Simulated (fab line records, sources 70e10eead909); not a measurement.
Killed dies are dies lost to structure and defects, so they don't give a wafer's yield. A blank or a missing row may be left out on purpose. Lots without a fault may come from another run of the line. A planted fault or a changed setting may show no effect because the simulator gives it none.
Which tool did it? | flow nand_harc | 11 lots, 33 wafers sampled, at 4 steps of a route of 1159

WHAT THE GAUGES READ, wafer by wafer
NHARC_A_M0_CD_MEAS_09: target cd 80 nm. Usual: cd_nm 80.0 nm, standard deviation 0.72.
lot  | measured     | on        | cd_nm (nm)     | flag
L393 | day 17 18:58 | cd_sem-02 | 80.6 80.1 80.4 |
L391 | day 18 01:58 | cd_sem-02 | 79.9 80.4 79.6 |
L392 | day 18 02:34 | cd_sem-02 | 80.3 79.7 80.4 |
L396 | day 18 19:37 | cd_sem-02 | 80.5 80.1 79.6 |
L398 | day 19 17:08 | cd_sem-01 | 77.4 77.2 78.0 | OFF
L403 | day 19 22:04 | cd_sem-02 | 76.3 77.3 76.5 | OFF
L405 | day 21 14:27 | cd_sem-03 | 79.5 80.8 79.6 |
L407 | day 22 10:44 | cd_sem-03 | 80.5 79.8 81.3 |
L410 | day 22 14:56 | cd_sem-03 | 80.3 80.0 80.1 |
L412 | day 23 05:28 | cd_sem-02 | 80.5 81.2 81.2 |
L413 | day 23 08:38 | cd_sem-03 | 79.2 79.6 80.6 |

NHARC_A_M0_INSPECT_11. Usual: raw_defect_count 29, standard deviation 13.
lot  | measured     | on                | raw_defect_count | flag
L393 | day 17 19:05 | defect_inspect-02 | 17 10 14         |
L391 | day 18 02:06 | defect_inspect-01 | 31 37 19         |
L392 | day 18 02:41 | defect_inspect-02 | 6 8 4            |
L396 | day 18 19:44 | defect_inspect-02 | 22 31 32         |
L398 | day 19 17:16 | defect_inspect-01 | 19 25 19         |
L403 | day 19 22:12 | defect_inspect-01 | 19 9 7           |
L405 | day 21 14:34 | defect_inspect-02 | 28 33 34         |
L407 | day 22 10:52 | defect_inspect-02 | 41 34 36         |
L410 | day 22 15:03 | defect_inspect-01 | 6 10 15          |
L412 | day 23 05:35 | defect_inspect-02 | 40 51 48         |
L413 | day 23 08:45 | defect_inspect-02 | 67 47 49         |

WHICH TOOL RAN EACH LOT (tool, then ch and the chambers of the sampled wafers, then the start)
lot  | NHARC_A_BLC_STRIP_21               | NHARC_A_M0_DEVELOP_08
L393 | rie_diel-10 ch 1,2, day 17 15:35   | litho_track-06 ch 0, day 17 18:00
L391 | rie_diel-10 ch 0,1,2, day 17 19:10 | litho_track-06 ch 0, day 18 01:00
L392 | rie_diel-10 ch 0,1,2, day 17 20:38 | litho_track-06 ch 0, day 18 02:00
L396 | rie_diel-04 ch 1,2,3, day 18 13:15 | litho_track-06 ch 0, day 18 19:00
L398 | rie_diel-07 ch 1,2, day 19 14:16   | litho_track-06 ch 0, day 19 17:00
L403 | rie_diel-10 ch 0,1,3, day 19 19:20 | litho_track-06 ch 0, day 19 21:00
L405 | rie_diel-10 ch 0,2, day 21 07:42   | litho_track-01 ch 0, day 21 14:00
L407 | rie_diel-04 ch 0,1,2, day 22 04:44 | litho_track-06 ch 0, day 22 10:00
L410 | rie_diel-10 ch 0,1,3, day 22 12:10 | litho_track-04 ch 0, day 22 14:00
L412 | rie_diel-10 ch 2,3, day 22 22:51   | litho_track-06 ch 0, day 23 05:00
L413 | rie_diel-07 ch 0,1,3, day 23 04:44 | litho_track-01 ch 0, day 23 08:00
- NHARC_A_BLC_STRIP_21: strips in O2.
- NHARC_A_M0_DEVELOP_08: develop time 35 s.

WHAT THE TOOLS THEMSELVES READ (means of the sampled wafers that have a number; where no wafer has one, the mark that the record gives instead)
NHARC_A_BLC_STRIP_21. Usual: drypump_motor_current_A 5.8 A, standard deviation 0.41; oes_product_au 1.001 a.u., standard deviation 0.0091; rf_vpp_V 57.8 V, standard deviation 0.89; showerhead_plenum_p_Torr 3.55 Torr, standard deviation 0.12; throttle_valve_pct 17.037 %, standard deviation 0.0091.
lot  | tool        | drypump_motor_current_A (A) | oes_product_au (a.u.) | rf_vpp_V (V) | showerhead_plenum_p_Torr (Torr) | throttle_valve_pct (%) | flag
L393 | rie_diel-10 | 5.9                         | 1.002                 | 57.9         | 3.51                            | 17.037                 |
L391 | rie_diel-10 | 5.8                         | 1.002                 | 58.7         | 3.49                            | 17.032                 |
L392 | rie_diel-10 | 5.8                         | 1.007                 | 57.0         | 3.49                            | 17.036                 |
L396 | rie_diel-04 | 5.9                         | 1.006                 | 58.7         | 3.70                            | 17.040                 |
L398 | rie_diel-07 | 6.3                         | 0.995                 | 57.0         | 3.44                            | 17.038                 |
L403 | rie_diel-10 | 6.0                         | 0.996                 | 56.9         | 3.43                            | 17.039                 |
L405 | rie_diel-10 | 5.6                         | 1.003                 | 59.2         | 3.49                            | 17.035                 |
L407 | rie_diel-04 | 5.5                         | 1.001                 | 58.9         | 3.67                            | 17.035                 |
L410 | rie_diel-10 | 6.0                         | 0.995                 | 56.5         | 3.43                            | 17.034                 |
L412 | rie_diel-10 | 5.8                         | 0.999                 | 57.7         | 3.43                            | 17.041                 |
L413 | rie_diel-07 | 5.7                         | 1.006                 | 57.4         | 3.51                            | 17.042                 |

THE ANSWER, worked out from the rows above alone
Rule: a lot is off if the mean of its wafers that have a number lies more than 3 standard deviations from the usual mean. A lot without any number at a reading at which 4 lots or more have one is off too. The other lots that the step has rows for count as sound. The gauges are gone through in route order, then the tools' own readings, and for those a lot's mean is taken as printed above. The first step at which some lot is off is used, and at that step the reading that is off furthest; a lot without a number counts as furthest.
Off: L398, L403, at NHARC_A_M0_CD_MEAS_09 (cd_nm).
A tool fits if, at a process step before that reading, it ran every lot that is off, and no sound lot after the first of them. The gauges at NHARC_A_M0_CD_MEAS_09 are tried like those tools. None of those tried fits.

WHAT THE SIMULATOR HAD PUT IN
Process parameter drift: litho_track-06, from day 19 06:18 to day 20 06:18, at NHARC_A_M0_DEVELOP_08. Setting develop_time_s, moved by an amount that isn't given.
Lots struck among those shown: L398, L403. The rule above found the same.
